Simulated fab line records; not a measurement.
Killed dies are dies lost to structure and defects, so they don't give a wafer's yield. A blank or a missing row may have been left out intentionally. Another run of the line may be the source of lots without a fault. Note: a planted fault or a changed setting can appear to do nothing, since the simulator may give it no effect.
fab line records -- flow n5_finfet
record lots=7, wafers=21, last_day=18
route steps=1938 shown PASSIVATION@1904
lots untouched by any fault: they come from a run of this same line in which no faults occurred
start_h: the number of hours between the record's first day and the start of the first shown wafer of the lot -- wait_h: time in hours since the lot's previous step -- " repeats the value in the row above -- L1.1+2: a row that stands for several wafers -- - no value, or no start was given -- * or withheld: withheld -- < > ~ a bound
route shown NAME@n: a module of which the file shows steps, and the number in the route of the first -- usual: mean/standard deviation of fault-free wafers -- same: alike in all rows -- chamber/n: place in a boat -- sites: the reading at each site -- _std_site: the standard deviation of these -- _edge_site: mean of outer sites minus mean of inner sites -- radius_mm: how far each site lies from the wafer's centre -- mask NAME#n: copy n -- behind: the tool/chamber that last shaped the wafer -- hold: the reason the lot was held/the length of the hold in hours/how it ended -- device: transistor that didn't switch, given as n, p or np -- end of line: tests of these same wafers at the route's end -- a step given without rows: its recipe and nothing more -- killed: the dies lost at the first sort to structure and to defects; this is not the yield of the wafer -- map: the dies of a wafer, with x for killed, . for not killed, _ for no die there
set.NAME: the setting the step ran with; set.NAME@STEP: the setting that earlier step ran with -- model.NAME: the simulator's own value behind a step, which no gauge read
lots at some steps of the route; a table a step, a row a wafer
services: a tool's chamber out of use, with start hour (start_h, from the record's first day; less than 0 if before it), hours out, and reason
## steps
# step N5_PASSIVATION_HARDBAKE_31
# recipe temp_c=130, time_s=120
# step N5_PASSIVATION_CD_MEAS_30
# recipe target_cd_nm=4000, landing_energy_ev=500, detector=se_inlens, polarity=opening
# usual cd_nm=4000.7/2.3
lot.wafer,tool,chamber,start_h,wait_h,cd_nm
L154.2,cd_sem-03,0,308.31,-,3998.5
L154.4,cd_sem-03,0,308.31,-,3997.4
L154.6,cd_sem-03,0,308.31,-,3999.1
L161.1,cd_sem-02,0,351.44,-,4000.0
L161.2,cd_sem-02,0,351.44,-,3996.0
L161.5,cd_sem-02,0,351.44,-,3998.7
L162.1,cd_sem-01,0,368.40,-,3999.6
L162.2,cd_sem-01,0,368.40,-,3997.6
L162.5,cd_sem-01,0,368.40,-,3998.6
L163.1,cd_sem-03,0,375.61,-,4004.6
L163.3,cd_sem-03,0,375.61,-,4000.6
L163.5,cd_sem-03,0,375.61,-,4002.3
L169.4,cd_sem-03,0,402.34,-,4002.8
L169.5,cd_sem-03,0,402.34,-,4003.5
L169.6,cd_sem-03,0,402.34,-,4002.5
L168.2,cd_sem-03,0,419.59,-,4002.8
L168.4,cd_sem-03,0,419.59,-,4001.1
L168.6,cd_sem-03,0,419.59,-,4000.8
L170.1,cd_sem-02,0,434.07,-,3999.4
L170.3,cd_sem-02,0,434.07,-,3998.6
L170.5,cd_sem-02,0,434.07,-,4001.1
# step N5_PASSIVATION_OVL_MEAS_63
# recipe points_per_wafer=44
# usual PAD_OVL=2/5.4
lot.wafer,tool,chamber,start_h,wait_h,PAD_OVL[nm]
L154.2,overlay-02,0,308.34,0.0,1
L154.4,overlay-02,0,308.34,0.0,5
L154.6,overlay-02,0,308.34,0.0,-1
L161.1,overlay-01,0,351.47,0.0,16
L161.2,overlay-01,0,351.47,0.0,15
L161.5,overlay-01,0,351.47,0.0,15
L162.1,overlay-01,0,368.43,0.0,6
L162.2,overlay-01,0,368.43,0.0,5
L162.5,overlay-01,0,368.43,0.0,8
L163.1,overlay-02,0,375.64,0.0,-6
L163.3,overlay-02,0,375.64,0.0,8
L163.5,overlay-02,0,375.64,0.0,-4
L169.4,overlay-02,0,402.37,0.0,6
L169.5,overlay-02,0,402.37,0.0,-1
L169.6,overlay-02,0,402.37,0.0,5
L168.2,overlay-01,0,419.62,0.0,2
L168.4,overlay-01,0,419.62,0.0,-2
L168.6,overlay-01,0,419.62,0.0,2
L170.1,overlay-02,0,434.10,0.0,-1
L170.3,overlay-02,0,434.10,0.0,5
L170.5,overlay-02,0,434.10,0.0,2
# step N5_PASSIVATION_INSPECT_64
# recipe mode=adi, inspect_instrument=macro
# usual raw_defect_count=2.0/1.5
lot.wafer,tool,chamber,start_h,wait_h,raw_defect_count
L154.2,defect_inspect-01,-,308.37,0.0,3
L154.4,defect_inspect-01,-,308.37,0.0,3
L154.6,defect_inspect-01,-,308.37,0.0,1
L161.1,defect_inspect-02,-,351.50,0.0,4
L161.2,defect_inspect-02,-,351.50,0.0,1
L161.5,defect_inspect-02,-,351.50,0.0,1
L162.1,defect_inspect-01,-,368.45,0.0,0
L162.2,defect_inspect-01,-,368.45,0.0,2
L162.5,defect_inspect-01,-,368.45,0.0,2
L163.1,defect_inspect-02,-,375.67,0.0,2
L163.3,defect_inspect-02,-,375.67,0.0,7
L163.5,defect_inspect-02,-,375.67,0.0,3
L169.4,defect_inspect-01,-,402.39,0.0,0
L169.5,defect_inspect-01,-,402.39,0.0,1
L169.6,defect_inspect-01,-,402.39,0.0,0
L168.2,defect_inspect-01,-,419.65,0.0,0
L168.4,defect_inspect-01,-,419.65,0.0,2
L168.6,defect_inspect-01,-,419.65,0.0,1
L170.1,defect_inspect-02,-,434.12,0.0,3
L170.3,defect_inspect-02,-,434.12,0.0,1
L170.5,defect_inspect-02,-,434.12,0.0,1
# step N5_PASSIVATION_DESCUM_32
# recipe chemistry=O2, time_s=7.9, source_power_w=50, bias_power_w=20, pressure_mtorr=20, rf_frequency_hz=2.712e+07, temp_c=40, o2_flow_sccm=225
# usual drypump_motor_current_A=5.9/0.47, oes_product_au=0.83/0.081, rf_vpp_V=243.7/1.4, showerhead_plenum_p_Torr=2.13/0.066, throttle_valve_pct=20.36/0.27
lot.wafer,tool,chamber,start_h,wait_h,drypump_motor_current_A,oes_product_au,rf_hours_counter_h,rf_vpp_V,showerhead_plenum_p_Torr,throttle_valve_pct
L154.2,rie_diel-05,2,308.40,0.0,5.1,0.84,66,244.8,2.19,19.91
L154.4,rie_diel-05,3,308.40,0.0,5.7,0.99,-,242.0,2.07,20.22
L154.6,rie_diel-05,2,308.40,0.0,5.1,0.83,-,244.7,2.19,19.92
L161.1,rie_diel-05,2,351.58,0.1,5.1,0.81,80,244.6,2.18,19.92
L161.2,rie_diel-05,0,351.58,0.1,6.6,0.75,168,244.1,2.17,20.54
L161.5,rie_diel-05,3,351.58,0.1,5.7,0.94,-,240.5,2.07,20.24
L162.1,rie_diel-04,0,368.70,0.2,6.3,0.87,51,243.9,2.12,20.78
L162.2,rie_diel-04,1,368.70,0.2,6.1,0.79,129,244.9,2.09,20.26
L162.5,rie_diel-04,1,368.70,0.2,6.1,0.78,-,242.3,2.09,20.26
L163.1,rie_diel-04,0,375.71,0.0,6.4,0.87,53,243.5,2.12,20.78
L163.3,rie_diel-04,1,375.71,0.0,6.1,0.78,132,243.0,2.09,20.27
L163.5,rie_diel-04,3,375.71,0.0,5.7,0.85,-,243.9,2.14,20.49
L169.4,rie_diel-04,3,402.42,0.0,5.7,0.82,70,242.8,2.14,20.50
L169.5,rie_diel-04,1,402.42,0.0,6.1,0.77,-,241.3,2.08,20.28
L169.6,rie_diel-04,2,402.42,0.0,5.5,0.97,-,244.8,2.26,20.23
L168.2,rie_diel-05,1,419.68,0.0,5.6,0.90,29,246.0,2.20,20.12
L168.4,rie_diel-05,0,419.68,0.0,6.6,0.73,-,243.4,2.16,20.58
L168.6,rie_diel-05,1,419.68,0.0,5.6,0.90,-,245.8,2.20,20.10
L170.1,rie_diel-04,2,434.15,0.0,5.5,0.93,19,244.6,2.25,20.25
L170.3,rie_diel-04,0,434.15,0.0,6.4,0.83,72,242.8,2.12,20.81
L170.5,rie_diel-04,1,434.15,0.0,6.1,0.76,-,244.2,2.08,20.29
# step N5_PASSIVATION_AL_ETCH_33
# recipe chemistry=Cl2/BCl3, target_depth_a=28000, over_etch_frac=0.15, Cl2_flow_sccm=180, bcl3_flow_sccm=60, target=Al, stop_on=TaN, time_s=466.7, ion_energy_ev=100, pressure_mtorr=10, icp_w=900, bias_w=100
# usual drypump_motor_current_A=5.5/0.42, oes_product_au=0.73/0.067, throttle_valve_pct=34.4/0.46
lot.wafer,tool,chamber,start_h,wait_h,drypump_motor_current_A,oes_product_au,rf_hours_counter_h,throttle_valve_pct
L154.2,rie_metal-02,0,308.49,0.1,6.0,0.77,16,33.7
L154.4,rie_metal-02,0,308.49,0.1,6.0,0.76,-,33.7
L154.6,rie_metal-02,1,308.49,0.1,6.1,0.82,-,34.8
L161.1,rie_metal-02,1,351.67,0.1,6.1,0.81,10,34.7
L161.2,rie_metal-02,0,351.67,0.1,6.0,0.76,20,33.7
L161.5,rie_metal-02,0,351.67,0.1,6.0,0.76,-,33.7
L162.1,rie_metal-02,0,368.80,0.1,6.0,0.73,22,33.8
L162.2,rie_metal-02,1,368.80,0.1,6.1,0.79,12,34.8
L162.5,rie_metal-02,1,368.80,0.1,6.1,0.78,-,34.8
L163.1,rie_metal-01,0,375.80,0.1,5.0,0.65,62,33.8
L163.3,rie_metal-01,1,375.80,0.1,5.1,0.78,-,34.5
L163.5,rie_metal-01,0,375.80,0.1,5.1,0.66,-,33.7
L169.4,rie_metal-03,1,402.64,0.2,5.3,0.63,-,34.7
L169.5,rie_metal-03,0,402.64,0.2,5.5,0.74,-,34.9
L169.6,rie_metal-03,1,402.64,0.2,5.3,0.63,-,34.7
L168.2,rie_metal-03,0,419.77,0.1,5.5,0.75,27,34.8
L168.4,rie_metal-03,0,419.77,0.1,5.6,0.74,-,34.9
L168.6,rie_metal-03,1,419.77,0.1,5.3,0.63,-,34.6
L170.1,rie_metal-02,0,434.24,0.1,6.0,0.73,27,33.8
L170.3,rie_metal-02,1,434.24,0.1,6.1,0.77,-,34.8
L170.5,rie_metal-02,0,434.24,0.1,6.0,0.73,-,33.8
# step N5_PASSIVATION_ETCH_59
# recipe chemistry=Cl2/BCl3, target=TaN, target_depth_a=650, time_s=34.9, ion_energy_ev=100, pressure_mtorr=10, icp_w=900, bias_w=100, Cl2_flow_sccm=60, bcl3_flow_sccm=30
# usual drypump_motor_current_A=5.5/0.42, oes_product_au=0.82/0.072, throttle_valve_pct=21.1/0.35
lot.wafer,tool,chamber,start_h,wait_h,drypump_motor_current_A,oes_product_au,rf_hours_counter_h,throttle_valve_pct
L154.2,rie_metal-02,0,308.89,0.3,6.0,0.89,16,20.6
L154.4,rie_metal-02,0,308.89,0.3,6.0,0.87,-,20.6
L154.6,rie_metal-02,1,308.89,0.3,6.1,0.94,-,21.3
L161.1,rie_metal-02,1,352.07,0.3,6.1,0.92,11,21.3
L161.2,rie_metal-02,0,352.07,0.3,6.0,0.85,21,20.6
L161.5,rie_metal-02,0,352.07,0.3,6.0,0.85,-,20.6
L162.1,rie_metal-02,0,369.20,0.3,6.0,0.85,23,20.6
L162.2,rie_metal-02,1,369.20,0.3,6.1,0.90,12,21.3
L162.5,rie_metal-02,1,369.20,0.3,6.1,0.90,-,21.3
L163.1,rie_metal-01,0,376.20,0.3,5.0,0.72,62,20.6
L163.3,rie_metal-01,1,376.20,0.3,5.1,0.84,-,21.3
L163.5,rie_metal-01,0,376.20,0.3,5.1,0.72,-,20.6
L169.4,rie_metal-03,1,402.94,0.2,5.3,0.73,-,21.3
L169.5,rie_metal-03,0,402.94,0.2,5.5,0.85,-,21.5
L169.6,rie_metal-03,1,402.94,0.2,5.3,0.72,-,21.3
L168.2,rie_metal-03,0,420.17,0.3,5.5,0.84,27,21.5
L168.4,rie_metal-03,0,420.17,0.3,5.5,0.84,-,21.5
L168.6,rie_metal-03,1,420.17,0.3,5.3,0.72,-,21.3
L170.1,rie_metal-02,0,434.64,0.3,6.0,0.82,28,20.7
L170.3,rie_metal-02,1,434.64,0.3,6.1,0.88,-,21.3
L170.5,rie_metal-02,0,434.64,0.3,6.0,0.82,-,20.7
# step N5_PASSIVATION_STRIP_34
# recipe chemistry=O2, power_w=600, temp_c=60, pressure_mtorr=30, rf_frequency_hz=6e+07, bias_power_w=0, overash_fraction=2, o2_flow_sccm=225
# usual drypump_motor_current_A=5.8/0.39, oes_product_au=0.83/0.078, rf_vpp_V=3.7/1.4, showerhead_plenum_p_Torr=2.13/0.064, throttle_valve_pct=16.56/0.26
lot.wafer,tool,chamber,start_h,wait_h,drypump_motor_current_A,oes_product_au,rf_hours_counter_h,rf_vpp_V,showerhead_plenum_p_Torr,throttle_valve_pct
L154.2,rie_diel-05,3,309.00,0.1,5.6,0.99,1,2.3,2.08,16.40
L154.4,rie_diel-05,3,309.00,0.1,5.7,0.99,-,4.4,2.08,16.40
L154.6,rie_diel-05,2,309.00,0.1,5.1,0.83,-,5.3,2.19,16.20
L161.1,rie_diel-04,0,352.30,0.2,6.4,0.87,46,3.1,2.13,16.89
L161.2,rie_diel-04,1,352.30,0.2,6.1,0.78,124,4.5,2.09,16.47
L161.5,rie_diel-04,3,352.30,0.2,5.7,0.83,-,8.1,2.15,16.68
L162.1,rie_diel-03,3,369.31,0.1,5.5,0.81,85,3.3,2.05,16.83
L162.2,rie_diel-03,2,369.31,0.1,5.8,0.86,44,3.9,2.22,16.33
L162.5,rie_diel-03,1,369.31,0.1,5.8,0.77,-,4.4,2.10,16.76
L163.1,rie_diel-04,0,376.32,0.1,6.4,0.86,53,7.0,2.13,16.92
L163.3,rie_diel-04,1,376.32,0.1,6.1,0.78,132,3.3,2.09,16.51
L163.5,rie_diel-04,0,376.32,0.1,6.4,0.87,-,1.4,2.13,16.89
L169.4,rie_diel-03,0,403.03,0.1,5.8,0.88,45,3.4,2.15,16.20
L169.5,rie_diel-03,0,403.03,0.1,5.8,0.89,-,5.5,2.15,16.17
L169.6,rie_diel-03,1,403.03,0.1,5.8,0.77,-,2.4,2.09,16.75
L168.2,rie_diel-03,3,420.48,0.3,5.5,0.79,102,4.5,2.04,16.81
L168.4,rie_diel-03,2,420.48,0.3,5.8,0.88,59,3.9,2.21,16.24
L168.6,rie_diel-03,3,420.48,0.3,5.5,0.81,-,4.8,2.05,16.86
L170.1,rie_diel-04,1,434.76,0.1,6.1,0.78,153,2.1,2.08,16.59
L170.3,rie_diel-04,0,434.76,0.1,6.3,0.85,72,5.0,2.12,16.97
L170.5,rie_diel-04,0,434.76,0.1,6.4,0.84,-,2.4,2.12,17.00
# step N5_PASSIVATION_STRIP_51
# recipe chemistry=post_etch_residue_remover, time_s=1200, temp_c=72.5
# step N5_PASSIVATION_CLEAN_69
# recipe chemistry=IPA, time_s=180, temp_c=25
# step N5_PASSIVATION_SRD_70
# recipe dry=ipa_marangoni, time_s=30, temp_c=23, rinse_liquid=diw
# step N5_PASSIVATION_PECVD_53
# recipe material=SiO2, target_thk_a=8000, temp_c=400, precursor=TEOS/O2, pressure_torr=6.5, rf_w=withheld, teos_flow_sccm=withheld, gas=O2, flow_sccm=2650, time_s=169.4
# step N5_PASSIVATION_PECVD_35
# recipe material=SiNx, target_thk_a=7000, temp_c=400, precursor=SiH4/NH3/N2, pressure_torr=4.9, rf_w=1406, time_s=151.3
# usual chamber_pressure_Torr=4.900/0.011, heater_power_outer_w=148/66, heater_power_w=352/91, showerhead_plenum_p_Torr=8.69/0.07, susceptor_temp_C=399.97/0.22, throttle_valve_pct=28.9/1.2
lot.wafer,tool,chamber,start_h,wait_h,chamber_pressure_Torr,heater_power_outer_w,heater_power_w,showerhead_plenum_p_Torr,susceptor_temp_C,throttle_valve_pct
L154.2,pecvd-01,0,309.62,0.1,4.909,201,421,8.75,399.93,26.7
L154.4,pecvd-01,0,309.62,0.1,4.888,213,433,8.76,399.82,26.6
L154.6,pecvd-01,2,309.62,0.1,4.900,171,382,8.69,399.74,28.6
L161.1,pecvd-04,2,352.91,0.1,-,-,-,-,-,-
L161.2,pecvd-04,0,352.91,0.1,-,-,-,-,-,-
L161.5,pecvd-04,2,352.91,0.1,-,-,-,-,-,-
L162.1,pecvd-04,2,369.92,0.1,-,-,-,-,-,-
L162.2,pecvd-04,1,369.92,0.1,-,-,-,-,-,-
L162.5,pecvd-04,1,369.92,0.1,-,-,-,-,-,-
L163.1,pecvd-02,2,376.93,0.1,-,-,-,-,-,-
L163.3,pecvd-02,1,376.93,0.1,-,-,-,-,-,-
L163.5,pecvd-02,0,376.93,0.1,-,-,-,-,-,-
L169.4,pecvd-01,0,403.75,0.1,4.890,168,365,8.77,399.68,26.3
L169.5,pecvd-01,0,403.75,0.1,4.892,192,398,8.77,400.14,26.7
L169.6,pecvd-01,2,403.75,0.1,4.898,223,467,8.69,399.64,29.1
L168.2,pecvd-04,0,421.09,0.1,4.890,125,347,8.77,399.99,30.9
L168.4,pecvd-04,0,421.09,0.1,4.882,143,386,8.82,400.19,30.8
L168.6,pecvd-04,2,421.09,0.1,4.914,95,246,8.61,399.86,28.4
L170.1,pecvd-04,2,435.41,0.1,4.888,18,130,8.59,399.93,28.6
L170.3,pecvd-04,1,435.41,0.1,4.901,122,349,8.71,399.44,29.4
L170.5,pecvd-04,2,435.41,0.1,4.894,51,180,8.60,399.98,28.4
# step N5_PASSIVATION_HMDS_37
# recipe time_s=60, temp_c=120
# step N5_PASSIVATION_PROBE_49
# usual defect_limited_yield=91.4/1.5, killed_at_M0_to_M3=35/11, killed_at_M4_up=16/7, killed_at_contacts=11/5.3, killed_at_front_end=37/11, killed_at_other=3.1/2.8, killed_dies=102/18, killed_open=69/15, killed_short=31/7.8, sort_bin_5_function=5.1/1.1, sort_bin_6_memory=3.2/0.69, sort_bin_8_speed=0.00/0.016, sort_n_pass=1078/18, sort_yield_pct=91.4/1.5
# same gross_dies=1180, killed_at_back_side=0, sort_bin_4_leakage[%]=0
lot.wafer,tool,chamber,start_h,wait_h,defect_limited_yield[%],killed_at_M0_to_M3,killed_at_M4_up,killed_at_contacts,killed_at_front_end,killed_at_other,killed_dies,killed_open,killed_short,sort_bin_5_function[%],sort_bin_6_memory[%],sort_bin_8_speed[%],sort_n_pass,sort_yield_pct[%]
L154.2,prober-01,-,313.48,0.1,91.4,39,14,13,31,5,102,57,41,4.4,3.6,0,1078,91.4
L154.4,prober-01,-,313.58,0.2,90.1,55,13,2,40,7,117,66,49,6.3,3.2,0,1063,90.1
L154.6,prober-01,-,313.68,0.3,89.2,51,25,13,32,6,127,76,49,6.1,3.9,0,1053,89.2
L162.1,prober-01,-,373.63,0.0,90.0,28,18,16,45,11,118,82,36,5.8,3.6,0,1062,90.0
L162.2,prober-01,-,373.68,0.1,89.2,48,14,16,48,2,128,82,45,6.4,4.0,0,1052,89.2
L162.5,prober-01,-,373.83,0.2,91.5,37,8,14,37,4,100,73,27,5.5,2.9,0,1080,91.5
L163.1,prober-02,-,380.65,0.0,92.4,34,17,1,31,7,90,62,25,4.7,2.5,0,1090,92.4
L163.3,prober-02,-,380.75,0.1,90.3,41,13,4,44,12,114,75,38,5.7,3.5,0,1066,90.3
L163.5,prober-02,-,380.85,0.2,93.4,36,12,6,19,5,78,50,28,4.2,2.2,0,1102,93.4
L169.4,prober-02,-,407.68,0.4,91.7,35,11,4,46,2,98,64,29,5.1,2.6,0,1082,91.7
L169.5,prober-02,-,407.73,0.4,91.4,38,15,7,39,3,102,72,30,5.1,3.1,0,1078,91.4
L169.6,prober-02,-,407.78,0.5,89.3,34,14,18,59,1,126,89,32,5.5,4.6,0,1054,89.3
# killed by level:class
L154.2 MOL_CONTACT_COAG:geometric_particle:open=11 FIN_SAQP:geometric_particle:short=10 BEOL_M0_SAQP:geometric_particle:open=10 BEOL_M0_SAQP:geometric_particle:short=9 BEOL_M1:geometric_particle:open=7 FIN_SAQP:geometric_particle:open=5 DUMMY_GATE:geometric_particle:open=4 BEOL_M0:geometric_particle:short=4
L154.4 BEOL_M0_SAQP:geometric_particle:short=17 BEOL_M0_SAQP:geometric_particle:open=16 FIN_SAQP:geometric_particle:short=9 STI_FIN_REVEAL:geometric_particle:open=9 BEOL_M1:geometric_particle:open=7 FIN_SAQP:geometric_particle:open=5 BEOL_M0:geometric_particle:open=4 BEOL_M1:geometric_particle:short=4
L154.6 BEOL_M0_SAQP:geometric_particle:open=23 BEOL_M0_SAQP:geometric_particle:short=17 BEOL_M4:geometric_particle:open=10 FIN_SAQP:geometric_particle:short=9 MOL_CONTACT_COAG:geometric_particle:open=9 FIN_SAQP:geometric_particle:open=5 GATE_CUT:geometric_particle:short=5 BEOL_M4:geometric_particle:short=5
L162.1 FIN_SAQP:geometric_particle:open=13 MOL_CONTACT_COAG:geometric_particle:open=13 BEOL_M4:geometric_particle:open=8 FIN_SAQP:geometric_particle:short=7 BEOL_M2:geometric_particle:open=7 GATE_CUT:geometric_particle:open=6 GATE_CUT:geometric_particle:short=5 BEOL_M5:geometric_particle:open=5
L162.2 FIN_SAQP:geometric_particle:open=17 MOL_CONTACT_COAG:geometric_particle:open=12 BEOL_M0_SAQP:geometric_particle:open=10 BEOL_M2:geometric_particle:open=10 FIN_SAQP:geometric_particle:short=9 BEOL_M0_SAQP:geometric_particle:short=8 STI_FIN_REVEAL:geometric_particle:open=7 BEOL_M4:geometric_particle:open=7
L162.5 MOL_CONTACT_COAG:geometric_particle:open=11 BEOL_M3:geometric_particle:open=10 BEOL_M1:geometric_particle:open=8 STI_FIN_REVEAL:geometric_particle:open=7 BEOL_M0_SAQP:geometric_particle:open=6 FIN_SAQP:geometric_particle:short=5 DUMMY_GATE:geometric_particle:open=5 GATE_CUT:geometric_particle:short=5
L163.1 STI_FIN_REVEAL:geometric_particle:open=11 BEOL_M4:geometric_particle:open=8 BEOL_M0:geometric_particle:open=7 BEOL_M0_SAQP:geometric_particle:open=6 BEOL_M3:geometric_particle:open=6 BEOL_M2:geometric_particle:open=5 FIN_SAQP:geometric_particle:open=4 BEOL_M0_SAQP:geometric_particle:short=4
L163.3 FIN_SAQP:geometric_particle:short=14 BEOL_M3:geometric_particle:open=14 BEOL_M2:geometric_particle:open=11 FIN_SAQP:geometric_particle:open=10 STI_FIN_REVEAL:geometric_particle:open=6 MIM_TOP:geometric_particle:short=5 BEOL_M4:geometric_particle:open=5 MOL_CONTACT_COAG:geometric_particle:open=4
L163.5 BEOL_M2:geometric_particle:open=12 BEOL_M2:geometric_particle:short=10 BEOL_M3:geometric_particle:open=8 BEOL_M4:geometric_particle:open=8 FIN_SAQP:geometric_particle:short=4 MOL_CONTACT_COAG:geometric_particle:open=4 STARTING-WAFER:geometric_particle:short=4 FIN_SAQP:geometric_particle:open=3
L169.4 STI_FIN_REVEAL:geometric_particle:open=14 BEOL_M2:geometric_particle:open=11 BEOL_M0_SAQP:geometric_particle:short=6 BEOL_M1:geometric_particle:open=6 FIN_SAQP:geometric_particle:open=5 BEOL_M4:geometric_particle:open=5 HKMG_FIN:area_etch=5 FIN_SAQP:geometric_particle:short=4
L169.5 STI_FIN_REVEAL:geometric_particle:open=12 FIN_SAQP:geometric_particle:open=10 BEOL_M2:geometric_particle:open=10 BEOL_M1:geometric_particle:open=9 BEOL_M4:geometric_particle:open=7 FIN_SAQP:geometric_particle:short=6 BEOL_M0_SAQP:geometric_particle:short=6 MOL_CONTACT_COAG:geometric_particle:open=5
L169.6 STI_FIN_REVEAL:geometric_particle:open=19 MOL_CONTACT_COAG:geometric_particle:open=16 FIN_SAQP:geometric_particle:open=9 BEOL_M0_SAQP:geometric_particle:open=9 BEOL_M2:geometric_particle:open=8 BEOL_M1:geometric_particle:open=7 ILD0:geometric_particle:open=5 BEOL_M0_SAQP:geometric_particle:short=5
## services
tool,chamber,start_h,hours,kind
rie_metal-03,1,287.20,1.0,repair
pecvd-04,-,290.23,1.7,repair
rie_metal-03,-,290.47,4.0,pm
rie_diel-05,1,305.30,-,clean
rie_diel-05,2,309.40,3.4,repair
rie_metal-03,0,318.23,5.4,repair
rie_diel-05,3,320.86,5.4,repair
rie_diel-03,1,344.53,6.7,repair
rie_diel-04,0,355.13,2.6,repair
pecvd-01,-,357.40,1.4,repair
rie_diel-04,2,368.35,-,clean
rie_diel-04,2,368.35,-,consumable_replace:focus_ring
rie_diel-04,2,368.35,-,consumable_replace:showerhead
rie_diel-04,2,368.35,16.0,scheduled_down
rie_diel-04,2,368.35,16.0,vent_cycle
rie_diel-05,2,371.44,6.7,repair
rie_diel-05,1,376.36,4.9,repair
rie_metal-02,-,378.99,0.3,repair
rie_metal-02,-,388.49,0.2,repair
pecvd-04,-,406.62,0.7,repair
rie_diel-04,0,406.67,2.9,repair
rie_diel-05,3,417.28,12.7,repair
rie_diel-04,-,426.75,0.5,repair
pecvd-01,-,426.88,2.8,pm
## key
first_sign step=N5_PASSIVATION_PECVD_35, reading=tool_record, direction=missing
effect none on later readings
met_at N5_PASSIVATION_PECVD_35
struck_wafers L161.1,L161.2,L161.5,L162.1,L162.2,L162.5,L163.1,L163.3,L163.5
fault kind=skipped_step_whole, tool=pecvd-02,pecvd-04, chamber=-, onset_h=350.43, steps=N5_PASSIVATION_PECVD_35, scope=struck_lots_only
